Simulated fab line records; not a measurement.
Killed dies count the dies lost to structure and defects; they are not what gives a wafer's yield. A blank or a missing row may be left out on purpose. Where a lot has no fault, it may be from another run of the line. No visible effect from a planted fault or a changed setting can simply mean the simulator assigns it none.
Matching of chambers + flow n5-finfet + N5_SD_EPI_P_ETCH_16 on rie-diel-04: 4 sister chambers
The step etches SiO2 in CHF3/O2, target depth 5 nm. 8 wafers are shown with their chamber, then 9 later ones without.

## WAFERS PAIRED WITH THEIR CHAMBERS
| wafer  | chamber | throttle-valve-pct (%) | rf-vpp-V (V) |
|--------|---------|------------------------|--------------|
| L087.5 | 2       | 19.01                  | 551          |
| L089.4 | 1       | 18.94                  | 536          |
| L089.5 | 1       | 18.96                  | 536          |
| L091.2 | 0       | 19.46                  | 524          |
| L091.6 | 3       | 19.17                  | 533          |
| L094.1 | 2       | 19.04                  | 551          |
| L094.5 | 3       | 19.17                  | 533          |
| L094.6 | 0       | 19.47                  | 522          |

## WAFERS WHOSE CHAMBER IS MISSING
| wafer  | throttle-valve-pct (%) | rf-vpp-V (V) |
|--------|------------------------|--------------|
| L095.2 | 19.04                  | 552          |
| L095.3 | 18.99                  | 537          |
| L095.4 | 19.49                  | 522          |
| L096.2 | 18.96                  | 535          |
| L096.4 | 19.18                  | 533          |
| L096.6 | 18.97                  | 536          |
| L097.3 | 19.49                  | 524          |
| L097.5 | 18.96                  | 536          |
| L097.6 | 19.05                  | 550          |

## THE CHAMBER EACH PASSED THROUGH
| wafer  | from the rows above | in truth |
|--------|---------------------|----------|
| L095.2 | 2                   | 2        |
| L095.3 | 1                   | 1        |
| L095.4 | 0                   | 0        |
| L096.2 | 1                   | 1        |
| L096.4 | 3                   | 3        |
| L096.6 | 1                   | 1        |
| L097.3 | 0                   | 0        |
| L097.5 | 1                   | 1        |
| L097.6 | 2                   | 2        |
Placed correctly: 9 of 9. Not placeable from these rows: 0. Wrongly placed: 0.
How it was worked out, from the rows above alone: a wafer's distance from a chamber is the root of the sum, over the readings, of the square of ((its reading less the chamber's mean) divided by the reading's scatter). If the next closest chamber is less than 2 further off than the closest, the wafer can't be placed; otherwise it belongs to the closest. A chamber's mean is the mean of its shown wafers. The scatter: the root of (the sum of the squares of (reading less its chamber's mean) over the shown wafers, divided by (wafers less chambers)).
